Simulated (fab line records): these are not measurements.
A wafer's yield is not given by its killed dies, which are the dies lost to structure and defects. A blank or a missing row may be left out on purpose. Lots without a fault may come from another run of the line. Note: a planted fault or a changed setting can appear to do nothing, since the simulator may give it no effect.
Chamber matching    flow nand_harc    ald_hk-01 running NHARC_A_CHANNEL_FILL_D1_ALD_02: 4 sister chambers
The step deposits SiO2, target thk 6 nm, pulse time 10 s, ald cycles 60. 4 wafers are shown with their chamber, then 8 later ones without.

EACH WAFER AND ITS CHAMBER
wafer   chamber  heater_power_w (W)
L078.3  3        433
L085.2  1        485
L085.5  0        492
L088.2  2        580

WAFERS MISSING THEIR CHAMBER
wafer   heater_power_w (W)
L088.3  495
L088.6  491
L092.3  593
L092.4  434
L092.5  484
L097.1  494
L097.3  435
L097.5  435

CHAMBER TAKEN BY EACH
wafer    from the rows above       in truth
L088.3   can't be placed: 0 or 1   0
L088.6   can't be placed: 0 or 1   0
L092.3   2                         2
L092.4   3                         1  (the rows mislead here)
L092.5   can't be placed: 1 or 0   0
L097.1   can't be placed: 0 or 1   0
L097.3   3                         3
L097.5   3                         3
Correctly placed: 3 of 8. From these rows, 4 cannot be placed; in 4 the true chamber is one of the candidates. Number placed wrongly: 1.
How it was worked out, from the rows above alone: a wafer's distance from a chamber is the root of the sum, over the readings, of the square of ((its reading less the chamber's mean) divided by the reading's scatter). If the next closest chamber is less than 2 further off than the closest, the wafer can't be placed; otherwise it belongs to the closest. A chamber's mean is the mean of its shown wafers. The scatter: with one shown wafer a chamber, the root of the mean of the squares of how far each hidden wafer lies from its nearest shown one.
